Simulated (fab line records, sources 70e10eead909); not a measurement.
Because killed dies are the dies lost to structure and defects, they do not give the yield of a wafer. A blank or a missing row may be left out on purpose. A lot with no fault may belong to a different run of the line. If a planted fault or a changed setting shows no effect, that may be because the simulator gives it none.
Which tool is to blame? | flow nand_harc | at 1 step of a route of 1159, 6 lots with 18 wafers sampled

== WHAT EACH GAUGE READ, for each wafer ==
NHARC_A_M1_THK_MEAS_24: measures by xrf.
lot  | measured     | on            | thk_nm (nm)
L769 | day 18 07:11 | film_metro-02 | 152.7 156.3 155.3
L779 | day 21 17:06 | film_metro-02 | 156.0 156.3 155.0
L778 | day 22 02:10 | film_metro-01 | 154.5 152.4 151.7
L784 | day 22 10:39 | film_metro-02 | 154.2 154.7 151.9
L783 | day 23 03:38 | film_metro-01 | 155.1 155.4 156.4
L788 | day 23 11:55 | film_metro-02 | 153.1 152.2 154.1

== WHICH TOOL RAN EACH LOT (tool, then ch and the chambers of the sampled wafers, then the start) ==
No process step before these readings appears in the record.

== THE ANSWER, worked out from the rows above alone ==
Rule: the usual values come from the lots themselves. The widest of any qualifying gaps counts: lots, ordered by their means at a reading, are off when they make up no more than a third of the lots, leave a main group of 4 or more, and stand apart from it by 3 or more times the standard deviation of that group's means. The tables above print the reading to a certain number of digits; a main group whose means all agree to those digits is not used. Also off: a lot with no number at a reading for which 4 or more lots have one. Where the step has rows for the other lots, those lots are counted as sound.
None of the lots is off at any reading shown; this tells nothing.

== WHAT THE SIMULATOR HAD PUT IN ==
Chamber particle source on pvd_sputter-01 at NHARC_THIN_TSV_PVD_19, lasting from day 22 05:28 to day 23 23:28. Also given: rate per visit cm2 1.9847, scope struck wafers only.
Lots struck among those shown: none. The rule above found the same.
